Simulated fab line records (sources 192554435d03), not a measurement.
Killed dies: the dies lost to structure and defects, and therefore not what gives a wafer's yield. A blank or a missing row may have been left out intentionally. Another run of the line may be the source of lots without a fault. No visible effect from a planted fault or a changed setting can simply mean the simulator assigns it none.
fab line records	flow n5_finfet
[record] lots = 24	wafers = 72	last_day = 17
route steps=1938 shown BEOL_M2@929 BEOL_M3@967
lots with no fault: from the same line, run without faults
start_h: hours from the record's first day to the start of the lot's first wafer shown	wait_h: hours from the lot's prior step to this one	" as in the row above	L1.1+2: a row that stands for several wafers	- no value, or no start given	* or withheld: withheld	< > ~ a bound
route shown NAME@n: NAME is a module with steps in the file, n the number in the route of the first one	usual: average and standard deviation across the fault-free wafers	same: alike in all rows	chamber/n: place in a boat	sites: the reading at each site	_std_site: the standard deviation of these	_edge_site: the outer-site mean with the inner-site mean subtracted	radius_mm: how far each site lies from the wafer's centre	mask NAME#n: copy n	behind: the tool/chamber that last shaped the wafer	hold: cause of the lot's hold/its duration in hours/its outcome	device: whichever transistor did not switch (one of n, p or np)	end of line: the same wafers' tests at the end of the route	a step given without rows: its recipe and nothing more	killed: count of dies lost to structure and defects at first sort (not the wafer's yield)	map: per-die view of a wafer (x killed, . not killed, _ where there is no die)
set.NAME: the run value of the setting; set.NAME@STEP: its run value at that earlier step	model.NAME: the simulator's own value behind a step, which no gauge read
one table for each step of the route and one row for each wafer, over a sample of lots
services: a tool's chamber out of use, with start hour (start_h, from the record's first day; less than 0 if before it), hours out, and reason
[[steps]]
[step N5_BEOL_M2_RS_MEAS_58]
[recipe] thk_meas_gauge = four-point-probe	reads = Co_of_BEOL_M2_CO_CAP_55+Cu_of_BEOL_M2_ECD_50+Co_of_BEOL_M2_CVD_47+TaN_of_BEOL_M2_ALD_84
[usual] M2_RS = 0.649/0.025
lot.wafer	tool	chamber	start_h	wait_h	M2_RS[ohm/sq]
L075.1	film_metro-01	-	145.50	0.0	0.659
L075.4	"	-	"	"	0.597
L075.5	"	-	"	"	0.658
L074.1	film_metro-01	-	149.17	0.0	0.686
L074.3	"	-	"	"	0.675
L074.6	"	-	"	"	0.657
L076.2	film_metro-01	-	152.08	0.1	0.621
L076.3	"	-	"	"	0.601
L076.6	"	-	"	"	0.598
L077.3	film_metro-01	-	156.91	0.1	0.670
L077.4	"	-	"	"	0.647
L077.6	"	-	"	"	0.647
L078.1	film_metro-01	-	167.49	0.0	0.635
L078.3	"	-	"	"	0.620
L078.5	"	-	"	"	0.623
L079.1	film_metro-02	-	171.83	0.1	0.642
L079.5	"	-	"	"	0.639
L079.6	"	-	"	"	0.673
L080.1	film_metro-01	-	177.73	0.1	0.610
L080.4	"	-	"	"	0.629
L080.6	"	-	"	"	0.642
L081.4	film_metro-01	-	187.98	0.0	0.626
L081.5	"	-	"	"	0.630
L081.6	"	-	"	"	0.665
L082.2	film_metro-01	-	191.25	0.1	0.646
L082.3	"	-	"	"	0.662
L082.6	"	-	"	"	0.661
L083.1	film_metro-02	-	195.32	0.0	0.625
L083.2	"	-	"	"	0.655
L083.4	"	-	"	"	0.652
L084.1	film_metro-02	-	199.56	0.0	0.685
L084.2	"	-	"	"	0.651
L084.3	"	-	"	"	0.667
L085.2	film_metro-01	-	212.78	0.1	0.659
L085.3	"	-	"	"	0.653
L085.4	"	-	"	"	0.670
L086.2	film_metro-01	-	217.86	0.1	0.624
L086.3	"	-	"	"	0.636
L086.5	"	-	"	"	0.620
L087.2	film_metro-01	-	221.01	0.1	0.649
L087.3	"	-	"	"	0.642
L087.6	"	-	"	"	0.637
L089.3	film_metro-01	-	234.84	0.1	0.679
L089.5	"	-	"	"	0.660
L089.6	"	-	"	"	0.671
L088.1	film_metro-02	-	236.18	0.0	0.604
L088.3	"	-	"	"	0.645
L088.4	"	-	"	"	0.637
L091.2	film_metro-02	-	243.12	0.1	0.636
L091.5	"	-	"	"	0.646
L091.6	"	-	"	"	0.643
L092.1	film_metro-02	-	251.34	0.0	0.707
L092.4	"	-	"	"	0.658
L092.6	"	-	"	"	0.664
L090.2	film_metro-01	-	251.61	0.1	0.670
L090.5	"	-	"	"	0.690
L090.6	"	-	"	"	0.646
L093.3	film_metro-02	-	272.82	0.1	0.635
L093.4	"	-	"	"	0.636
L093.6	"	-	"	"	0.629
L095.1	film_metro-02	-	275.12	0.0	0.709
L095.2	"	-	"	"	0.666
L095.4	"	-	"	"	0.717
L094.1	film_metro-02	-	275.66	0.0	0.630
L094.2	"	-	"	"	0.614
L094.6	"	-	"	"	0.605
L096.2	film_metro-02	-	278.16	0.1	0.626
L096.4	"	-	"	"	0.676
L096.5	"	-	"	"	0.654
L097.1	film_metro-02	-	278.66	0.0	0.622
L097.2	"	-	"	"	0.648
L097.5	"	-	"	"	0.630
[step N5_BEOL_M3_OVL_MEAS_29]
[recipe] points_per_wafer = 522
[usual] V2_OVL = -0.4/0.62
[same] points_per_wafer = 522
lot.wafer	tool	chamber	start_h	wait_h	V2_OVL[nm]
L075.1	overlay-01	0	149.51	0.0	-0.7
L075.4	"	0	"	"	0.4
L075.5	"	0	"	"	-0.4
L074.1	overlay-01	0	152.09	0.0	-0.2
L074.3	"	0	"	"	0.0
L074.6	"	0	"	"	-0.1
L076.2	overlay-02	0	153.81	0.0	-0.7
L076.3	"	0	"	"	-1.2
L076.6	"	0	"	"	-1.1
L077.3	overlay-02	0	158.89	0.0	-0.9
L077.4	"	0	"	"	-1.2
L077.6	"	0	"	"	-1.9
L078.1	overlay-02	0	169.56	0.0	1.1
L078.3	"	0	"	"	-0.3
L078.5	"	0	"	"	0.2
L079.1	overlay-01	0	174.44	0.0	0.2
L079.5	"	0	"	"	0.4
L079.6	"	0	"	"	-0.5
L080.1	overlay-02	0	181.40	0.0	-1.0
L080.4	"	0	"	"	-0.2
L080.6	"	0	"	"	-0.2
L081.4	overlay-01	0	192.39	0.0	-0.4
L081.5	"	0	"	"	0.2
L081.6	"	0	"	"	0.4
L082.2	overlay-02	0	193.28	0.0	-1.1
L082.3	"	0	"	"	-0.7
L082.6	"	0	"	"	-1.8
L083.1	overlay-01	0	197.74	0.0	0.0
L083.2	"	0	"	"	-0.6
L083.4	"	0	"	"	-0.6
L084.1	overlay-01	0	201.84	0.0	-1.2
L084.2	"	0	"	"	-0.7
L084.3	"	0	"	"	-0.6
L085.2	overlay-02	0	215.88	0.0	-0.3
L085.3	"	0	"	"	-0.7
L085.4	"	0	"	"	-0.9
L086.2	overlay-02	0	219.50	0.0	0.1
L086.3	"	0	"	"	-0.7
L086.5	"	0	"	"	0.5
L087.2	overlay-01	0	223.63	0.0	-0.9
L087.3	"	0	"	"	-0.8
L087.6	"	0	"	"	-0.3
L089.3	overlay-02	0	237.23	0.0	-0.1
L089.5	"	0	"	"	-0.1
L089.6	"	0	"	"	-1.4
L088.1	overlay-01	0	238.23	0.0	-1.0
L088.3	"	0	"	"	-0.4
L088.4	"	0	"	"	-0.7
L091.2	overlay-01	0	245.13	0.0	0.1
L091.5	"	0	"	"	-0.4
L091.6	"	0	"	"	0.2
L092.1	overlay-01	0	255.15	0.0	-0.3
L092.4	"	0	"	"	-1.7
L092.6	"	0	"	"	-1.9
L090.2	overlay-01	0	255.51	0.0	0.2
L090.5	"	0	"	"	-0.3
L090.6	"	0	"	"	0.4
L093.3	overlay-01	0	276.69	0.0	0.3
L093.4	"	0	"	"	-0.4
L093.6	"	0	"	"	-1.0
L095.1	overlay-01	0	277.71	0.0	-0.8
L095.2	"	0	"	"	-0.5
L095.4	"	0	"	"	-1.5
L094.1	overlay-02	0	277.90	0.0	-0.1
L094.2	"	0	"	"	1.3
L094.6	"	0	"	"	1.2
L096.2	overlay-02	0	280.74	0.0	-0.7
L096.4	"	0	"	"	-0.1
L096.5	"	0	"	"	-1.0
L097.1	overlay-02	0	281.82	0.0	-0.4
L097.2	"	0	"	"	-0.4
L097.5	"	0	"	"	0.4
[step N5_BEOL_M3_STRIP_97]
[recipe] chemistry = N2/H2	time_s = 10	power_w = 450	temp_c = 40	pressure_mtorr = 20	rf_frequency_hz = 6e+07	bias_power_w = 7	n2_flow_sccm = 200	h2_flow_sccm = 200
[usual] bias_power_w = 7.000/0.021	drypump_motor_current_A = 5.7/0.37	oes_product_au = 0.80/0.078	rf_vpp_V = 59.3/0.82	showerhead_plenum_p_Torr = 2.55/0.058	throttle_valve_pct = 23.5/0.3
lot.wafer	tool	chamber	start_h	wait_h	bias_power_w	drypump_motor_current_A	oes_product_au	rf_hours_counter_h	rf_vpp_V	showerhead_plenum_p_Torr	throttle_valve_pct
L075.1	rie_diel-05	2	-	-	7.004	5.0	0.93	16	58.4	2.59	22.8
L075.4	"	3	"	"	6.984	5.4	0.75	164	58.6	2.52	23.9
L075.5	"	2	"	"	6.984	5.0	0.93	-	59.2	2.59	22.8
L074.1	rie_diel-01	1	-	-	7.018	5.7	0.85	68	57.3	2.57	23.5
L074.3	"	0	"	"	6.994	5.6	0.77	128	59.0	2.56	23.7
L074.6	"	2	"	"	7.019	5.7	0.86	-	59.1	2.47	23.1
L076.2	rie_diel-03	0	-	-	7.028	6.2	0.79	117	59.6	2.45	23.2
L076.3	"	2	"	"	7.014	5.5	0.75	139	58.4	2.55	23.8
L076.6	"	1	"	"	7.036	6.2	0.74	-	59.4	2.66	23.8
L077.3	rie_diel-01	3	-	-	6.967	5.2	0.69	247	59.3	2.61	23.7
L077.4	"	1	"	"	6.999	5.7	0.85	73	58.7	2.57	23.5
L077.6	"	0	"	"	6.970	5.6	0.78	-	59.1	2.55	23.7
L078.1	rie_diel-01	3	-	-	6.960	5.1	0.68	248	59.2	2.61	23.7
L078.3	"	1	"	"	6.992	5.7	0.86	74	58.5	2.57	23.5
L078.5	"	3	"	"	7.025	5.1	0.69	-	60.2	2.61	23.7
L079.1	rie_diel-03	1	-	-	7.045	6.2	0.74	152	60.0	2.65	23.7
L079.5	"	3	"	"	7.004	6.3	0.90	-	58.8	2.60	23.4
L079.6	"	0	"	"	6.964	6.2	0.79	-	58.2	2.45	23.2
L080.1	rie_diel-01	1	-	-	6.995	5.7	0.85	77	59.0	2.57	23.5
L080.4	"	2	"	"	6.987	5.7	0.86	-	58.6	2.47	23.1
L080.6	"	1	"	"	6.985	5.7	0.84	-	60.7	2.57	23.5
L081.4	rie_diel-03	0	-	-	7.013	6.2	0.79	128	58.8	2.45	23.2
L081.5	"	1	"	"	6.983	6.1	0.74	-	59.4	2.65	23.8
L081.6	"	2	"	"	7.004	5.5	0.74	-	58.6	2.54	23.8
L082.2	rie_diel-01	2	-	-	6.979	5.7	0.85	62	58.4	2.46	23.1
L082.3	"	0	"	"	6.995	5.6	0.76	142	60.7	2.55	23.7
L082.6	"	0	"	"	6.963	5.6	0.76	-	59.2	2.55	23.7
L083.1	rie_diel-01	0	-	-	7.016	5.6	0.77	142	58.5	2.55	23.7
L083.2	"	3	"	"	6.964	5.2	0.98	3	58.9	2.61	23.3
L083.4	"	2	"	"	6.997	5.7	0.84	62	60.3	2.46	23.1
L084.1	rie_diel-03	2	-	-	6.991	5.5	0.74	152	59.5	2.54	23.8
L084.2	"	1	"	"	7.020	6.2	0.74	160	59.3	2.65	23.8
L084.3	"	0	"	"	7.018	6.2	0.78	130	60.3	2.44	23.2
L085.2	rie_diel-01	3	-	-	6.985	5.1	0.96	9	59.2	2.60	23.3
L085.3	"	1	"	"	7.035	5.8	0.83	89	58.5	2.57	23.5
L085.4	"	0	"	"	6.967	5.6	0.75	148	59.9	2.55	23.7
L086.2	rie_diel-01	0	-	-	6.971	5.6	0.75	150	60.4	2.55	23.7
L086.3	"	1	"	"	6.986	5.7	0.84	91	60.6	2.56	23.6
L086.5	"	0	"	"	6.967	5.6	0.74	-	59.6	2.55	23.7
L087.2	rie_diel-05	0	-	-	7.010	5.7	0.69	240	59.2	2.50	23.8
L087.3	"	2	"	"	7.038	5.0	0.88	38	59.3	2.58	22.9
L087.6	"	2	"	"	7.029	5.0	0.87	-	60.0	2.58	22.8
L089.3	rie_diel-05	0	-	-	6.973	5.7	0.69	244	59.1	2.50	23.9
L089.5	"	3	"	"	7.002	5.5	0.72	-	58.4	2.51	23.9
L089.6	"	0	"	"	6.979	5.7	0.69	-	59.9	2.50	23.9
L088.1	rie_diel-05	2	-	-	6.971	5.0	0.87	42	58.6	2.58	22.8
L088.3	"	0	"	"	6.980	5.7	0.69	244	58.8	2.49	23.8
L088.4	"	3	"	"	7.018	5.4	0.73	189	58.2	2.51	23.9
L091.2	rie_diel-01	3	-	-	6.988	5.1	0.95	17	58.6	2.60	23.4
L091.5	"	0	"	"	6.983	5.6	0.75	-	61.5	2.54	23.8
L091.6	"	3	"	"	6.965	5.1	0.95	-	59.4	2.60	23.4
L092.1	rie_diel-01	3	-	-	7.011	5.2	0.94	19	60.2	2.60	23.4
L092.4	"	1	"	"	7.009	5.7	0.81	100	58.5	2.56	23.6
L092.6	"	0	"	"	7.023	5.6	0.75	-	58.5	2.54	23.7
L090.2	rie_diel-03	1	-	-	6.995	6.2	0.73	175	59.7	2.64	23.8
L090.5	"	0	"	"	7.011	6.2	0.76	-	58.4	2.44	23.3
L090.6	"	3	"	"	6.995	6.2	0.86	-	59.1	2.58	23.4
L093.3	rie_diel-01	3	-	-	7.011	5.2	0.92	29	59.8	2.59	23.4
L093.4	"	1	"	"	7.002	5.7	0.82	106	59.2	2.56	23.6
L093.6	"	3	"	"	6.971	5.2	0.92	-	60.7	2.59	23.4
L095.1	rie_diel-03	3	-	-	7.020	6.2	0.85	72	59.4	2.58	23.4
L095.2	"	1	"	"	7.000	6.2	0.72	189	58.4	2.64	23.8
L095.4	"	2	"	"	7.035	5.5	0.72	166	60.9	2.53	23.8
L094.1	rie_diel-01	3	-	-	7.017	5.2	0.92	31	59.5	2.59	23.4
L094.2	"	2	"	"	6.977	5.7	0.80	90	59.8	2.45	23.1
L094.6	"	3	"	"	7.036	5.2	0.91	-	58.7	2.59	23.4
L096.2	rie_diel-03	1	-	-	7.001	6.2	0.72	189	59.2	2.64	23.8
L096.4	"	3	"	"	7.001	6.2	0.85	72	59.6	2.58	23.4
L096.5	"	3	"	"	7.031	6.2	0.85	-	59.8	2.58	23.4
L097.1	rie_diel-01	2	-	-	7.003	5.7	0.81	90	59.6	2.45	23.1
L097.2	"	0	"	"	6.979	5.6	0.73	171	59.6	2.54	23.8
L097.5	"	0	"	"	6.993	5.6	0.74	-	60.0	2.54	23.8
[step N5_BEOL_M3_OCD_MEAS_38]
[usual] trench_depth_nm = 55.6/0.77
lot.wafer	tool	chamber	start_h	wait_h	trench_depth_nm
L075.1	ocd-01	-	150.86	-	57.5
L075.4	"	-	"	"	55.7
L075.5	"	-	"	"	57.7
L074.1	ocd-01	-	153.18	-	55.8
L074.3	"	-	"	"	56.6
L074.6	"	-	"	"	56.3
L076.2	ocd-01	-	156.98	-	54.9
L076.3	"	-	"	"	55.4
L076.6	"	-	"	"	54.4
L077.3	ocd-02	-	167.83	-	55.0
L077.4	"	-	"	"	56.0
L077.6	"	-	"	"	55.3
L078.1	ocd-02	-	171.05	-	55.2
L078.3	"	-	"	"	55.7
L078.5	"	-	"	"	55.5
L079.1	ocd-02	-	177.57	-	53.9
L079.5	"	-	"	"	56.0
L079.6	"	-	"	"	54.3
L080.1	ocd-02	-	183.41	-	56.4
L080.4	"	-	"	"	56.5
L080.6	"	-	"	"	56.0
L081.4	ocd-02	-	196.27	-	55.5
L081.5	"	-	"	"	54.3
L081.6	"	-	"	"	56.1
L082.2	ocd-02	-	198.78	-	56.8
L082.3	"	-	"	"	55.5
L082.6	"	-	"	"	56.2
L083.1	ocd-01	-	199.33	-	54.9
L083.2	"	-	"	"	56.0
L083.4	"	-	"	"	55.8
L084.1	ocd-01	-	202.93	-	54.6
L084.2	"	-	"	"	55.5
L084.3	"	-	"	"	55.1
L085.2	ocd-01	-	219.51	-	56.4
L085.3	"	-	"	"	56.2
L085.4	"	-	"	"	55.3
L086.2	ocd-01	-	224.96	-	55.8
L086.3	"	-	"	"	55.1
L086.5	"	-	"	"	55.6
L087.2	ocd-02	-	226.15	-	54.4
L087.3	"	-	"	"	56.5
L087.6	"	-	"	"	56.8
L089.3	ocd-01	-	238.91	-	56.0
L089.5	"	-	"	"	55.8
L089.6	"	-	"	"	55.4
L088.1	ocd-01	-	239.27	-	57.5
L088.3	"	-	"	"	55.8
L088.4	"	-	"	"	55.7
L091.2	ocd-02	-	249.52	-	56.6
L091.5	"	-	"	"	55.0
L091.6	"	-	"	"	57.0
L092.1	ocd-01	-	256.41	-	57.1
L092.4	"	-	"	"	56.1
L092.6	"	-	"	"	56.3
L090.2	ocd-01	-	256.88	-	55.0
L090.5	"	-	"	"	54.3
L090.6	"	-	"	"	56.0
L093.3	ocd-01	-	280.22	-	55.7
L093.4	"	-	"	"	54.9
L093.6	"	-	"	"	56.4
L095.1	ocd-02	-	283.61	-	55.2
L095.2	"	-	"	"	54.9
L095.4	"	-	"	"	55.3
L094.1	ocd-01	-	283.65	-	55.6
L094.2	"	-	"	"	56.6
L094.6	"	-	"	"	56.2
L096.2	ocd-02	-	283.97	-	54.6
L096.4	"	-	"	"	55.0
L096.5	"	-	"	"	55.6
L097.1	ocd-01	-	284.01	-	55.7
L097.2	"	-	"	"	54.7
L097.5	"	-	"	"	56.1
[step N5_BEOL_M3_SURFACE_TREAT_85]
[recipe] gas = Ar	time_s = *	ion_energy_ev = *	ion_current_ma_cm2 = 0.5	pressure_mtorr = *	ar_flow_sccm = 30
[usual] pressure_mtorr = *	throttle_valve_pct = *
lot.wafer	tool	chamber	start_h	wait_h	pressure_mtorr	throttle_valve_pct
L075.1	pvd_sputter-01	-	151.63	0.2	*	*
L075.4	"	-	"	"	*	*
L075.5	"	-	"	"	*	*
L074.1	pvd_sputter-02	-	153.96	0.1	*	*
L074.3	"	-	"	"	*	*
L074.6	"	-	"	"	*	*
L076.2	pvd_sputter-02	-	157.86	0.2	*	*
L076.3	"	-	"	"	*	*
L076.6	"	-	"	"	*	*
L077.3	pvd_sputter-01	-	168.65	0.4	*	*
L077.4	"	-	"	"	*	*
L077.6	"	-	"	"	*	*
L078.1	pvd_sputter-01	-	171.99	0.2	*	*
L078.3	"	-	"	"	*	*
L078.5	"	-	"	"	*	*
L079.1	pvd_sputter-01	-	179.77	0.1	*	*
L079.5	"	-	"	"	*	*
L079.6	"	-	"	"	*	*
L080.1	pvd_sputter-02	-	184.46	0.1	*	*
L080.4	"	-	"	"	*	*
L080.6	"	-	"	"	*	*
L081.4	pvd_sputter-03	-	197.03	0.2	*	*
L081.5	"	-	"	"	*	*
L081.6	"	-	"	"	*	*
L082.2	pvd_sputter-03	-	199.83	0.2	*	*
L082.3	"	-	"	"	*	*
L082.6	"	-	"	"	*	*
L083.1	pvd_sputter-03	-	200.39	0.3	*	*
L083.2	"	-	"	"	*	*
L083.4	"	-	"	"	*	*
L084.1	pvd_sputter-02	-	203.49	0.1	*	*
L084.2	"	-	"	"	*	*
L084.3	"	-	"	"	*	*
L085.2	pvd_sputter-01	-	220.03	0.1	*	*
L085.3	"	-	"	"	*	*
L085.4	"	-	"	"	*	*
L086.2	pvd_sputter-02	-	226.55	0.2	*	*
L086.3	"	-	"	"	*	*
L086.5	"	-	"	"	*	*
L087.2	pvd_sputter-01	-	227.06	0.2	*	*
L087.3	"	-	"	"	*	*
L087.6	"	-	"	"	*	*
L089.3	pvd_sputter-02	-	239.82	0.1	*	*
L089.5	"	-	"	"	*	*
L089.6	"	-	"	"	*	*
L088.1	pvd_sputter-02	-	239.88	0.1	*	*
L088.3	"	-	"	"	*	*
L088.4	"	-	"	"	*	*
L091.2	pvd_sputter-03	-	250.86	0.2	*	*
L091.5	"	-	"	"	*	*
L091.6	"	-	"	"	*	*
L092.1	pvd_sputter-01	-	257.58	0.3	*	*
L092.4	"	-	"	"	*	*
L092.6	"	-	"	"	*	*
L090.2	pvd_sputter-01	-	257.70	0.2	*	*
L090.5	"	-	"	"	*	*
L090.6	"	-	"	"	*	*
L093.3	pvd_sputter-02	-	281.23	0.3	*	*
L093.4	"	-	"	"	*	*
L093.6	"	-	"	"	*	*
L095.1	pvd_sputter-02	-	284.20	0.1	*	*
L095.2	"	-	"	"	*	*
L095.4	"	-	"	"	*	*
L094.1	pvd_sputter-02	-	284.28	0.1	*	*
L094.2	"	-	"	"	*	*
L094.6	"	-	"	"	*	*
L096.2	pvd_sputter-03	-	284.50	0.1	*	*
L096.4	"	-	"	"	*	*
L096.5	"	-	"	"	*	*
L097.1	pvd_sputter-03	-	284.56	0.1	*	*
L097.2	"	-	"	"	*	*
L097.5	"	-	"	"	*	*
[step N5_BEOL_M3_SPUTTER_48]
[recipe] material = Cu	target_thk_a = 45	temp_c = -20	chamber_pressure_pa = 0.07	power_w = withheld	time_s = 8.29
[usual] throttle_valve_pct = 30.1/0.45
lot.wafer	tool	chamber	start_h	wait_h	throttle_valve_pct
L075.1	pvd_sputter-01	-	151.96	0.2	29.8
L075.4	"	-	"	"	30.0
L075.5	"	-	"	"	30.2
L074.1	pvd_sputter-02	-	154.20	0.1	30.5
L074.3	"	-	"	"	29.5
L074.6	"	-	"	"	30.9
L076.2	pvd_sputter-01	-	158.21	0.1	29.8
L076.3	"	-	"	"	30.0
L076.6	"	-	"	"	29.7
L077.3	pvd_sputter-03	-	168.87	0.1	30.1
L077.4	"	-	"	"	29.7
L077.6	"	-	"	"	30.4
L078.1	pvd_sputter-01	-	172.29	0.1	29.9
L078.3	"	-	"	"	30.6
L078.5	"	-	"	"	30.8
L079.1	pvd_sputter-01	-	180.09	0.1	29.8
L079.5	"	-	"	"	31.4
L079.6	"	-	"	"	29.9
L080.1	pvd_sputter-02	-	184.90	0.2	30.6
L080.4	"	-	"	"	29.3
L080.6	"	-	"	"	30.2
L081.4	pvd_sputter-03	-	197.51	0.1	29.8
L081.5	"	-	"	"	30.0
L081.6	"	-	"	"	30.6
L082.2	pvd_sputter-01	-	200.23	0.2	29.8
L082.3	"	-	"	"	29.4
L082.6	"	-	"	"	29.5
L083.1	pvd_sputter-03	-	200.65	0.1	30.6
L083.2	"	-	"	"	30.4
L083.4	"	-	"	"	29.9
L084.1	pvd_sputter-02	-	203.92	0.2	30.2
L084.2	"	-	"	"	29.4
L084.3	"	-	"	"	29.9
L085.2	pvd_sputter-03	-	220.25	0.1	30.5
L085.3	"	-	"	"	30.0
L085.4	"	-	"	"	29.7
L086.2	pvd_sputter-02	-	226.81	0.1	29.6
L086.3	"	-	"	"	30.4
L086.5	"	-	"	"	30.8
L087.2	pvd_sputter-01	-	227.46	0.1	30.7
L087.3	"	-	"	"	30.3
L087.6	"	-	"	"	30.9
L089.3	pvd_sputter-02	-	240.04	0.1	30.1
L089.5	"	-	"	"	30.3
L089.6	"	-	"	"	29.3
L088.1	pvd_sputter-03	-	240.10	0.1	29.7
L088.3	"	-	"	"	29.6
L088.4	"	-	"	"	30.7
L091.2	pvd_sputter-01	-	251.08	0.1	30.6
L091.5	"	-	"	"	29.8
L091.6	"	-	"	"	30.2
L092.1	pvd_sputter-02	-	257.83	0.1	29.4
L092.4	"	-	"	"	30.1
L092.6	"	-	"	"	30.1
L090.2	pvd_sputter-01	-	257.97	0.1	29.7
L090.5	"	-	"	"	29.8
L090.6	"	-	"	"	30.7
L093.3	pvd_sputter-03	-	281.51	0.1	30.4
L093.4	"	-	"	"	29.7
L093.6	"	-	"	"	30.4
L095.1	pvd_sputter-01	-	284.42	0.1	30.6
L095.2	"	-	"	"	29.7
L095.4	"	-	"	"	29.4
L094.1	pvd_sputter-03	-	284.60	0.1	29.8
L094.2	"	-	"	"	30.2
L094.6	"	-	"	"	29.6
L096.2	pvd_sputter-02	-	284.74	0.1	30.4
L096.4	"	-	"	"	30.8
L096.5	"	-	"	"	30.5
L097.1	pvd_sputter-01	-	286.26	1.5	29.7
L097.2	"	-	"	"	30.9
L097.5	"	-	"	"	30.9
[[services]]
tool	chamber	start_h	hours	kind
pvd_sputter-01	-	164.86	1.5	repair
rie_diel-01	3	177.08	-	clean
rie_diel-01	3	177.08	-	consumable_replace:focus_ring
rie_diel-01	3	177.08	12.5	scheduled_down
rie_diel-01	3	177.08	12.5	vent_cycle
pvd_sputter-02	-	187.05	3.7	repair
rie_diel-01	-	232.90	2.8	pm
rie_diel-03	2	248.66	32.5	repair
rie_diel-05	-	255.94	4.4	repair
rie_diel-03	3	261.12	1.6	repair
rie_diel-05	0	261.54	-	clean
rie_diel-05	0	261.54	-	consumable_replace:focus_ring
rie_diel-05	-	265.35	34.4	repair
[[key]]
fault none
